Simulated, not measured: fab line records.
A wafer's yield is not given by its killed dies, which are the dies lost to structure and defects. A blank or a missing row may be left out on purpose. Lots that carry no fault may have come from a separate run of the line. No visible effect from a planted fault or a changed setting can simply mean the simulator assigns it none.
Matching of chambers | flow n5 finfet | N5_BEOL_M0_CUTY_ETCH_63 on rie diel-05 has 4 sister chambers
The step etches SOC in N2/H2, target depth 82.7 nm, overetch 16.5 nm, time 124 s. 14 wafers are shown with their chamber, then 7 later ones without.

## WAFERS WITH THEIR CHAMBER
wafer  | chamber | showerhead plenum p Torr (Torr) | throttle valve pct (%) | oes product au (a.u.)
L075.2 | 2       | 2.48                            | 17.77                  | 0.74
L075.3 | 1       | 2.47                            | 17.77                  | 0.76
L075.5 | 0       | 2.59                            | 17.58                  | 0.66
L080.2 | 2       | 2.48                            | 17.80                  | 0.73
L080.4 | 0       | 2.59                            | 17.60                  | 0.66
L080.5 | 3       | 2.63                            | 18.07                  | 0.56
L081.2 | 0       | 2.59                            | 17.59                  | 0.65
L081.5 | 2       | 2.48                            | 17.80                  | 0.71
L081.6 | 3       | 2.63                            | 18.08                  | 0.56
L083.4 | 0       | 2.59                            | 17.59                  | 0.66
L083.5 | 1       | 2.47                            | 17.80                  | 0.73
L083.6 | 0       | 2.59                            | 17.59                  | 0.65
L089.4 | 1       | 2.46                            | 17.83                  | 0.72
L089.5 | 2       | 2.47                            | 17.83                  | 0.70

SIGNATURES, as means of the wafers listed above
reading                  | chamber 0 | chamber 1 | chamber 2 | chamber 3 | scatter within a chamber
showerhead plenum p Torr | 2.5900    | 2.4667    | 2.4775    | 2.6300    | 0.00376
throttle valve pct       | 17.5900   | 17.8000   | 17.8000   | 18.0750   | 0.0196
oes product au           | 0.6560    | 0.7367    | 0.7200    | 0.5600    | 0.0141
Rule: for a wafer and a chamber, the distance is found by dividing, reading by reading, the gap between the wafer's reading and the chamber's mean by the reading's scatter, squaring, summing and taking the root. If the next closest chamber is less than 2 further off than the closest, the wafer can't be placed; otherwise it belongs to the closest. The scatter: take each reading less its chamber's mean, square it, sum over the shown wafers, divide by the number of wafers less the number of chambers, and take the root.

## WAFERS WITH NO CHAMBER GIVEN
wafer  | showerhead plenum p Torr (Torr) | throttle valve pct (%) | oes product au (a.u.)
L089.6 | 2.58                            | 17.59                  | 0.64
L093.1 | 2.46                            | 17.85                  | 0.70
L093.4 | 2.47                            | 17.86                  | 0.69
L093.6 | 2.46                            | 17.86                  | 0.71
L096.3 | 2.57                            | 17.64                  | 0.62
L096.4 | 2.62                            | 17.75                  | 0.73
L096.6 | 2.46                            | 17.87                  | 0.68

## EACH ONE'S CHAMBER
wafer  | from the rows above     | in truth
L089.6 | 0                       | 0
L093.1 | can't be placed: 1 or 2 | 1
L093.4 | can't be placed: 2 or 1 | 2
L093.6 | can't be placed: 1 or 2 | 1
L096.3 | 0                       | 0
L096.4 | 0                       | 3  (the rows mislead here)
L096.6 | can't be placed: 1 or 2 | 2
Placed correctly: 2 of 7. Can't be placed from these rows: 4 (the true chamber is among the candidates in 4). Wrongly placed: 1.
